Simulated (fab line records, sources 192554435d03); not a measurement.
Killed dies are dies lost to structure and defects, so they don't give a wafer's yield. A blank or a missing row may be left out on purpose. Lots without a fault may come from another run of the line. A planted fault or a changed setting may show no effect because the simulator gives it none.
fab line records | flow n5_finfet
record lots=24 wafers=72 last_day=17
route steps=1938 shown BEOL_M1@803 BEOL_M2@876
lots that met no fault: from a run of the same line without faults
start_h: hours from the record's first day to the start of the lot's first wafer shown | wait_h: hours since the lot's step before | " the same as in the row above | L1.1+2: a row that stands for several wafers | - no value, or no start given | * or withheld: withheld | < > ~ a bound
route shown NAME@n: a module of which the file shows steps, and the number in the route of the first | usual: mean/standard deviation of fault-free wafers | same: alike in all rows | chamber/n: place in a boat | sites: the reading at each site | _std_site: their standard deviation | _edge_site: outer sites' mean less inner sites' | radius_mm: how far each site lies from the wafer's centre | mask NAME#n: copy n | behind: the tool/chamber that last shaped the wafer | hold: why the lot was held/for how many hours/how that ended | device: the transistor (n, p or np) that didn't switch | end of line: the same wafers' tests at the end of the route | a step without rows: its recipe alone | killed: dies lost to structure and defects at the first sort, not the wafer's yield | map: a wafer's dies, x killed, . not, _ none there
set.NAME: the setting as run; set.NAME@STEP: as run at that earlier step | model.NAME: the simulator's own value behind a step, which no gauge read
steps of the route over a sample of lots; a table a step, a row a wafer
services: from which hour (start_h, from the record's first day; less than 0 if before it) a tool's chamber was out of use, for how many hours, and why
## steps
# step N5_BEOL_M1_OCD_MEAS_38
# usual trench_depth_nm=55.0/0.85
# columns lot.wafer tool chamber start_h wait_h trench_depth_nm
L074.2 ocd-01 - 125.14 - 56.9
L074.4 " - " " 56.6
L074.5 " - " " 55.1
L075.1 ocd-01 - 135.49 - 54.8
L075.3 " - " " 56.1
L075.6 " - " " 55.0
L076.1 ocd-02 - 143.27 - 54.7
L076.2 " - " " 54.9
L076.3 " - " " 54.3
L077.2 ocd-01 - 143.27 - 55.6
L077.3 " - " " 54.5
L077.6 " - " " 55.7
L078.2 ocd-01 - 149.63 - 54.5
L078.3 " - " " 54.4
L078.5 " - " " 54.8
L079.1 ocd-01 - 153.38 - 56.0
L079.4 " - " " 56.3
L079.6 " - " " 55.3
L081.2 ocd-02 - 167.25 - 53.8
L081.3 " - " " 55.1
L081.4 " - " " 55.7
L080.2 ocd-01 - 167.37 - 54.7
L080.3 " - " " 55.7
L080.6 " - " " 54.6
L082.1 ocd-01 - 170.96 - 56.2
L082.2 " - " " 55.0
L082.4 " - " " 56.1
L083.1 ocd-01 - 180.00 - 55.4
L083.3 " - " " 53.9
L083.6 " - " " 53.5
L084.1 ocd-02 - 189.52 - 55.0
L084.5 " - " " 54.3
L084.6 " - " " 55.1
L085.4 ocd-02 - 191.49 - 54.5
L085.5 " - " " 56.1
L085.6 " - " " 55.7
L087.2 ocd-02 - 211.53 - 55.3
L087.5 " - " " 56.7
L087.6 " - " " 55.3
L088.1 ocd-02 - 214.28 - 55.3
L088.2 " - " " 53.4
L088.6 " - " " 56.9
L086.1 ocd-02 - 214.76 - 55.6
L086.3 " - " " 55.4
L086.4 " - " " 55.1
L089.1 ocd-02 - 216.20 - 55.3
L089.3 " - " " 54.2
L089.5 " - " " 54.9
L090.3 ocd-02 - 220.46 - 55.1
L090.4 " - " " 55.5
L090.6 " - " " 55.3
L091.1 ocd-02 - 228.67 - 55.5
L091.3 " - " " 54.3
L091.5 " - " " 55.1
L092.1 ocd-01 - 234.51 - 55.8
L092.2 " - " " 53.9
L092.6 " - " " 54.5
L093.1 ocd-01 - 238.24 - 55.6
L093.3 " - " " 55.2
L093.4 " - " " 53.3
L094.1 ocd-01 - 249.86 - 55.2
L094.5 " - " " 54.4
L094.6 " - " " 53.2
L096.1 ocd-02 - 257.37 - 54.0
L096.2 " - " " 55.5
L096.5 " - " " 54.4
L095.2 ocd-01 - 257.84 - 55.2
L095.3 " - " " 55.0
L095.5 " - " " 56.3
L097.2 ocd-01 - 261.72 - 54.2
L097.3 " - " " 54.3
L097.6 " - " " 54.1
# step N5_BEOL_M1_SPUTTER_79
# recipe material=Cu target_thk_a=45 temp_c=-20 chamber_pressure_pa=0.07 power_w=withheld time_s=8.29
# usual throttle_valve_pct=30.1/1.5
# columns lot.wafer tool chamber start_h wait_h throttle_valve_pct
L074.2 pvd_sputter-02 - 127.68 0.1 32.1
L074.4 " - " " 30.2
L074.5 " - " " 30.4
L075.1 pvd_sputter-01 - 137.33 0.1 28.6
L075.3 " - " " 28.2
L075.6 " - " " 29.9
L077.2 pvd_sputter-02 - 144.89 0.1 30.2
L077.3 " - " " 31.6
L077.6 " - " " 27.9
L076.1 pvd_sputter-01 - 145.04 0.1 31.0
L076.2 " - " " 28.2
L076.3 " - " " 29.5
L078.2 pvd_sputter-02 - 151.08 0.1 28.0
L078.3 " - " " 32.1
L078.5 " - " " 27.6
L079.1 pvd_sputter-01 - 156.45 0.1 28.4
L079.4 " - " " 28.5
L079.6 " - " " 31.0
L081.2 pvd_sputter-03 - 169.09 0.1 29.7
L081.3 " - " " 31.6
L081.4 " - " " 31.7
L080.2 pvd_sputter-02 - 169.35 0.1 27.7
L080.3 " - " " 31.5
L080.6 " - " " 27.8
L082.1 pvd_sputter-02 - 173.17 0.1 31.3
L082.2 " - " " 32.2
L082.4 " - " " 30.2
L083.1 pvd_sputter-01 - 181.62 0.1 30.7
L083.3 " - " " 28.5
L083.6 " - " " 28.2
L084.1 pvd_sputter-03 - 191.57 0.1 28.9
L084.5 " - " " 29.1
L084.6 " - " " 31.4
L085.4 pvd_sputter-02 - 193.02 0.1 27.7
L085.5 " - " " 30.2
L085.6 " - " " 27.7
L087.2 pvd_sputter-02 - 213.18 0.1 30.4
L087.5 " - " " 31.5
L087.6 " - " " 27.7
L088.1 pvd_sputter-02 - 216.14 0.1 31.5
L088.2 " - " " 30.2
L088.6 " - " " 32.1
L086.1 pvd_sputter-03 - 216.27 0.1 29.1
L086.3 " - " " 29.8
L086.4 " - " " 31.8
L089.1 pvd_sputter-02 - 218.97 0.1 31.4
L089.3 " - " " 32.0
L089.5 " - " " 31.7
L090.3 pvd_sputter-03 - 221.59 0.1 31.6
L090.4 " - " " 28.9
L090.6 " - " " 32.0
L091.1 pvd_sputter-03 - 230.07 0.1 32.0
L091.3 " - " " 31.4
L091.5 " - " " 29.2
L092.1 pvd_sputter-02 - 236.55 0.1 31.3
L092.2 " - " " 27.8
L092.6 " - " " 27.7
L093.1 pvd_sputter-03 - 239.77 0.1 32.1
L093.3 " - " " 31.2
L093.4 " - " " 29.0
L094.1 pvd_sputter-01 - 251.24 0.1 28.2
L094.5 " - " " 30.9
L094.6 " - " " 28.3
L096.1 pvd_sputter-03 - 259.32 0.1 29.0
L096.2 " - " " 31.3
L096.5 " - " " 31.7
L095.2 pvd_sputter-02 - 260.44 0.1 27.5
L095.3 " - " " 30.5
L095.5 " - " " 27.8
L097.2 pvd_sputter-01 - 264.88 0.1 28.7
L097.3 " - " " 29.8
L097.6 " - " " 29.9
# step N5_BEOL_M1_SPUTTER_92
# recipe material=Cu target_thk_a=45 temp_c=-20 chamber_pressure_pa=0.07 power_w=withheld time_s=8.29
# usual throttle_valve_pct=30.1/1.5
# columns lot.wafer tool chamber start_h wait_h throttle_valve_pct
L074.2 pvd_sputter-02 - 128.78 0.1 31.8
L074.4 " - " " 30.3
L074.5 " - " " 30.0
L075.1 pvd_sputter-01 - 138.43 0.1 28.3
L075.3 " - " " 28.4
L075.6 " - " " 30.1
L077.2 pvd_sputter-02 - 145.99 0.1 30.2
L077.3 " - " " 31.2
L077.6 " - " " 27.5
L076.1 pvd_sputter-01 - 146.14 0.1 30.7
L076.2 " - " " 27.9
L076.3 " - " " 30.1
L078.2 pvd_sputter-02 - 152.18 0.1 27.6
L078.3 " - " " 32.1
L078.5 " - " " 27.9
L079.1 pvd_sputter-01 - 157.55 0.1 28.3
L079.4 " - " " 28.2
L079.6 " - " " 30.8
L081.2 pvd_sputter-03 - 170.19 0.1 29.7
L081.3 " - " " 31.5
L081.4 " - " " 31.4
L080.2 pvd_sputter-02 - 170.45 0.1 27.7
L080.3 " - " " 31.5
L080.6 " - " " 27.7
L082.1 pvd_sputter-02 - 174.27 0.1 31.5
L082.2 " - " " 32.1
L082.4 " - " " 30.2
L083.1 pvd_sputter-01 - 182.72 0.1 30.9
L083.3 " - " " 28.3
L083.6 " - " " 28.0
L084.1 pvd_sputter-03 - 192.67 0.1 29.1
L084.5 " - " " 28.8
L084.6 " - " " 31.4
L085.4 pvd_sputter-02 - 194.12 0.1 27.5
L085.5 " - " " 30.2
L085.6 " - " " 27.5
L087.2 pvd_sputter-02 - 214.28 0.1 30.2
L087.5 " - " " 31.7
L087.6 " - " " 27.7
L088.1 pvd_sputter-02 - 217.24 0.1 31.6
L088.2 " - " " 30.4
L088.6 " - " " 32.2
L086.1 pvd_sputter-03 - 217.37 0.1 28.9
L086.3 " - " " 29.9
L086.4 " - " " 32.0
L089.1 pvd_sputter-02 - 220.07 0.1 31.8
L089.3 " - " " 32.3
L089.5 " - " " 32.1
L090.3 pvd_sputter-03 - 222.69 0.1 31.2
L090.4 " - " " 29.0
L090.6 " - " " 31.7
L091.1 pvd_sputter-03 - 231.17 0.1 31.8
L091.3 " - " " 31.4
L091.5 " - " " 29.2
L092.1 pvd_sputter-02 - 237.65 0.1 31.7
L092.2 " - " " 27.3
L092.6 " - " " 27.5
L093.1 pvd_sputter-03 - 240.87 0.1 31.7
L093.3 " - " " 31.6
L093.4 " - " " 28.8
L094.1 pvd_sputter-01 - 252.34 0.1 28.6
L094.5 " - " " 30.6
L094.6 " - " " 28.4
L096.1 pvd_sputter-03 - 260.42 0.1 29.1
L096.2 " - " " 31.6
L096.5 " - " " 32.0
L095.2 pvd_sputter-02 - 261.54 0.1 27.5
L095.3 " - " " 30.2
L095.5 " - " " 27.4
L097.2 pvd_sputter-01 - 265.98 0.1 28.4
L097.3 " - " " 29.8
L097.6 " - " " 30.2
# step N5_BEOL_M1_ANNEAL_95
# recipe temp_c=400 time_s=240 ambient=vacuum
# usual heater_power_w=876/74
# columns lot.wafer tool chamber start_h wait_h heater_power_w
L074.2 pvd_sputter-02 - 129.08 0.0 840
L074.4 " - " " 919
L074.5 " - " " 941
L075.1 pvd_sputter-01 - 138.73 0.0 720
L075.3 " - " " 959
L075.6 " - " " 836
L077.2 pvd_sputter-02 - 146.29 0.0 949
L077.3 " - " " 953
L077.6 " - " " 927
L076.1 pvd_sputter-01 - 146.44 0.0 844
L076.2 " - " " 696
L076.3 " - " " 833
L078.2 pvd_sputter-02 - 152.48 0.0 919
L078.3 " - " " 855
L078.5 " - " " 925
L079.1 pvd_sputter-01 - 157.85 0.0 962
L079.4 " - " " 701
L079.6 " - " " 840
L081.2 pvd_sputter-03 - 170.49 0.0 961
L081.3 " - " " 815
L081.4 " - " " 859
L080.2 pvd_sputter-02 - 170.75 0.0 937
L080.3 " - " " 927
L080.6 " - " " 899
L082.1 pvd_sputter-02 - 174.57 0.0 924
L082.2 " - " " 849
L082.4 " - " " 967
L083.1 pvd_sputter-01 - 183.02 0.0 847
L083.3 " - " " 969
L083.6 " - " " 700
L084.1 pvd_sputter-03 - 192.97 0.0 783
L084.5 " - " " 785
L084.6 " - " " 850
L085.4 pvd_sputter-02 - 194.42 0.0 953
L085.5 " - " " 982
L085.6 " - " " 904
L087.2 pvd_sputter-02 - 214.58 0.0 959
L087.5 " - " " 946
L087.6 " - " " 909
L088.1 pvd_sputter-02 - 217.54 0.0 918
L088.2 " - " " 932
L088.6 " - " " 839
L086.1 pvd_sputter-03 - 217.67 0.0 776
L086.3 " - " " 968
L086.4 " - " " 907
L089.1 pvd_sputter-02 - 220.37 0.0 934
L089.3 " - " " 856
L089.5 " - " " 858
L090.3 pvd_sputter-03 - 222.99 0.0 821
L090.4 " - " " 769
L090.6 " - " " 903
L091.1 pvd_sputter-03 - 231.47 0.0 956
L091.3 " - " " 808
L091.5 " - " " 765
L092.1 pvd_sputter-02 - 237.95 0.0 933
L092.2 " - " " 920
L092.6 " - " " 927
L093.1 pvd_sputter-03 - 241.17 0.0 901
L093.3 " - " " 827
L093.4 " - " " 782
L094.1 pvd_sputter-01 - 252.64 0.0 943
L094.5 " - " " 859
L094.6 " - " " 707
L096.1 pvd_sputter-03 - 260.72 0.0 780
L096.2 " - " " 821
L096.5 " - " " 931
L095.2 pvd_sputter-02 - 261.84 0.0 927
L095.3 " - " " 901
L095.5 " - " " 947
L097.2 pvd_sputter-01 - 266.28 0.0 701
L097.3 " - " " 851
L097.6 " - " " 843
# step N5_BEOL_M1_PRE_CLEAN_60
# recipe gas=NH3/H2 time_s=15 temp_c=* rf_power_w=300
# usual heater_power_w=78/18
# columns lot.wafer tool chamber start_h wait_h heater_power_w
L074.2 cvd_co-01 2 130.09 0.1 46
L074.4 " 1 " " 81
L074.5 " 2 " " 47
L075.1 cvd_co-01 2 139.69 0.0 46
L075.3 " 2 " " 46
L075.6 " 1 " " 81
L077.2 cvd_co-01 1 147.43 0.2 80
L077.3 " 0 " " 81
L077.6 " 2 " " 46
L076.1 cvd_co-02 2 147.55 0.2 107
L076.2 " 1 " " 88
L076.3 " 0 " " 76
L078.2 cvd_co-01 2 153.46 0.0 47
L078.3 " 1 " " 80
L078.5 " 1 " " 83
L079.1 cvd_co-01 2 158.82 0.0 46
L079.4 " 1 " " 81
L079.6 " 2 " " 47
L081.2 cvd_co-01 2 171.59 0.2 47
L081.3 " 0 " " 81
L081.4 " 2 " " 47
L080.2 cvd_co-01 2 171.72 0.0 46
L080.3 " 0 " " 81
L080.6 " 0 " " 80
L082.1 cvd_co-02 2 175.55 0.0 106
L082.2 " 1 " " 85
L082.4 " 1 " " 84
L083.1 cvd_co-02 2 183.99 0.0 105
L083.3 " 1 " " 86
L083.6 " 2 " " 108
L084.1 cvd_co-01 1 193.95 0.0 81
L084.5 " 1 " " 84
L084.6 " 2 " " 47
L085.4 cvd_co-02 0 195.40 0.1 76
L085.5 " 1 " " 84
L085.6 " 2 " " 106
L087.2 cvd_co-02 0 215.55 0.0 75
L087.5 " 1 " " 82
L087.6 " 2 " " 110
L088.1 cvd_co-01 1 218.51 0.0 82
L088.2 " 2 " " 48
L088.6 " 2 " " 48
L086.1 cvd_co-01 1 218.73 0.0 80
L086.3 " 0 " " 81
L086.4 " 1 " " 82
L089.1 cvd_co-02 2 221.58 0.0 107
L089.3 " 1 " " 82
L089.5 " 2 " " 107
L090.3 cvd_co-01 1 223.96 0.0 80
L090.4 " 1 " " 82
L090.6 " 2 " " 48
L091.1 cvd_co-02 2 232.45 0.0 110
L091.3 " 0 " " 76
L091.5 " 2 " " 107
L092.1 cvd_co-01 2 239.04 0.0 47
L092.2 " 1 " " 80
L092.6 " 2 " " 47
L093.1 cvd_co-02 1 242.14 0.0 84
L093.3 " 0 " " 77
L093.4 " 0 " " 76
L094.1 cvd_co-02 0 253.61 0.0 76
L094.5 " 1 " " 85
L094.6 " 0 " " 77
L096.1 cvd_co-01 2 262.07 0.0 47
L096.2 " 1 " " 81
L096.5 " 2 " " 48
L095.2 cvd_co-02 2 263.20 0.0 109
L095.3 " 1 " " 86
L095.5 " 1 " " 85
L097.2 cvd_co-02 1 267.49 0.0 87
L097.3 " 0 " " 77
L097.6 " 0 " " 77
# step N5_BEOL_M2_CD_MEAS_28
# recipe target_cd_nm=26.2 landing_energy_ev=500 detector=se_inlens target_cd_y_nm=24.1 polarity=opening
# usual cd_nm=26.25/0.22
# columns lot.wafer tool chamber start_h wait_h cd_nm
L074.2 cd_sem-03 0 132.20 - 25.99
L074.4 " 0 " " 26.24
L074.5 " 0 " " 26.14
L075.1 cd_sem-03 0 144.48 - 26.38
L075.3 " 0 " " 26.13
L075.6 " 0 " " 25.85
L077.2 cd_sem-02 0 151.10 - 26.30
L077.3 " 0 " " 26.11
L077.6 " 0 " " 26.34
L076.1 cd_sem-03 0 151.29 - 26.03
L076.2 " 0 " " 26.23
L076.3 " 0 " " 25.90
L078.2 cd_sem-03 0 157.43 - 26.48
L078.3 " 0 " " 25.88
L078.5 " 0 " " 26.85
L079.1 cd_sem-02 0 163.03 - 26.02
L079.4 " 0 " " 26.36
L079.6 " 0 " " 26.26
L081.2 cd_sem-02 0 175.18 - 26.34
L081.3 " 0 " " 25.97
L081.4 " 0 " " 26.18
L080.2 cd_sem-03 0 175.25 - 26.11
L080.3 " 0 " " 26.32
L080.6 " 0 " " 26.14
L082.1 cd_sem-01 0 177.63 - 26.48
L082.2 " 0 " " 25.97
L082.4 " 0 " " 26.07
L083.1 cd_sem-02 0 185.91 - 26.26
L083.3 " 0 " " 26.09
L083.6 " 0 " " 26.22
L084.1 cd_sem-01 0 196.38 - 26.50
L084.5 " 0 " " 26.52
L084.6 " 0 " " 26.44
L085.4 cd_sem-01 0 199.68 - 26.38
L085.5 " 0 " " 26.09
L085.6 " 0 " " 26.66
L087.2 cd_sem-02 0 219.24 - 26.07
L087.5 " 0 " " 26.59
L087.6 " 0 " " 26.64
L088.1 cd_sem-02 0 220.40 - 26.18
L088.2 " 0 " " 25.74
L088.6 " 0 " " 26.24
L086.1 cd_sem-03 0 220.66 - 26.02
L086.3 " 0 " " 25.75
L086.4 " 0 " " 26.51
L089.1 cd_sem-03 0 225.57 - 26.19
L089.3 " 0 " " 26.14
L089.5 " 0 " " 26.25
L090.3 cd_sem-02 0 226.44 - 26.62
L090.4 " 0 " " 26.21
L090.6 " 0 " " 26.55
L091.1 cd_sem-03 0 235.69 - 26.10
L091.3 " 0 " " 26.54
L091.5 " 0 " " 26.61
L092.1 cd_sem-01 0 242.93 - 26.52
L092.2 " 0 " " 26.35
L092.6 " 0 " " 26.38
L093.1 cd_sem-01 0 247.03 - 26.45
L093.3 " 0 " " 26.20
L093.4 " 0 " " 25.99
L094.1 cd_sem-03 0 256.25 - 26.10
L094.5 " 0 " " 26.48
L094.6 " 0 " " 26.33
L096.1 cd_sem-02 0 264.12 - 26.51
L096.2 " 0 " " 26.17
L096.5 " 0 " " 25.97
L095.2 cd_sem-01 0 268.19 - 26.20
L095.3 " 0 " " 26.48
L095.5 " 0 " " 26.44
L097.2 cd_sem-01 0 270.84 - 26.20
L097.3 " 0 " " 26.25
L097.6 " 0 " " 26.68
## services
# columns tool chamber start_h hours kind
cvd_co-02 1 114.67 - clean
cvd_co-02 1 114.67 22.0 scheduled_down
cvd_co-02 1 114.67 22.0 vent_cycle
cvd_co-01 - 123.87 5.0 repair
cvd_co-02 - 128.90 6.0 pm
pvd_sputter-03 - 139.16 3.7 repair
## key
fault none
